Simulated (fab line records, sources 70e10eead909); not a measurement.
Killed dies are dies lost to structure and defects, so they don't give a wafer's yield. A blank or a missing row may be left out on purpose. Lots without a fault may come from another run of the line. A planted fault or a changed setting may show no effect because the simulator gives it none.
Chamber matching | flow nand_harc | NHARC_A_STAIRCASE_DEP_301 on pecvd-04: 3 sister chambers
The step deposits SiON, target thk 30 nm. 6 wafers are shown with their chamber, then 8 later ones without.

WAFERS WITH THEIR CHAMBER
wafer  | chamber | heater_power_w (W) | heater_power_outer_w (W)
L079.3 | 2       | 896                | 528
L083.5 | 1       | 725                | 469
L088.1 | 0       | 862                | 501
L088.5 | 0       | 832                | 507
L088.6 | 2       | 689                | 368
L094.3 | 1       | 719                | 464

WAFERS WITHOUT THEIR CHAMBER
wafer  | heater_power_w (W) | heater_power_outer_w (W)
L094.5 | 737                | 456
L094.6 | 822                | 478
L096.4 | 827                | 549
L096.5 | 828                | 484
L096.6 | 867                | 518
L095.1 | 771                | 438
L095.3 | 804                | 511
L095.4 | 809                | 501

WHICH CHAMBER EACH WENT THROUGH
wafer  | from the rows above          | in truth
L094.5 | can't be placed: 1 or 2 or 0 | 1
L094.6 | can't be placed: 0 or 2 or 1 | 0
L096.4 | can't be placed: 0 or 2 or 1 | 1
L096.5 | can't be placed: 0 or 2 or 1 | 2
L096.6 | can't be placed: 0 or 2 or 1 | 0
L095.1 | can't be placed: 2 or 1 or 0 | 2
L095.3 | can't be placed: 0 or 2 or 1 | 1
L095.4 | can't be placed: 0 or 2 or 1 | 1
Placed correctly: 0 of 8. Can't be placed from these rows: 8 (the true chamber is among the candidates in 8). Placed wrongly: 0.
How it was worked out, from the rows above alone: a wafer's distance from a chamber is the root of the sum, over the readings, of the square of ((its reading less the chamber's mean) divided by the reading's scatter). The wafer belongs to the nearest chamber; if the next one is less than 2 further off, it can't be placed. A chamber's mean is the mean of its shown wafers. The scatter: the root of (the sum of the squares of (reading less its chamber's mean) over the shown wafers, divided by (wafers less chambers)).
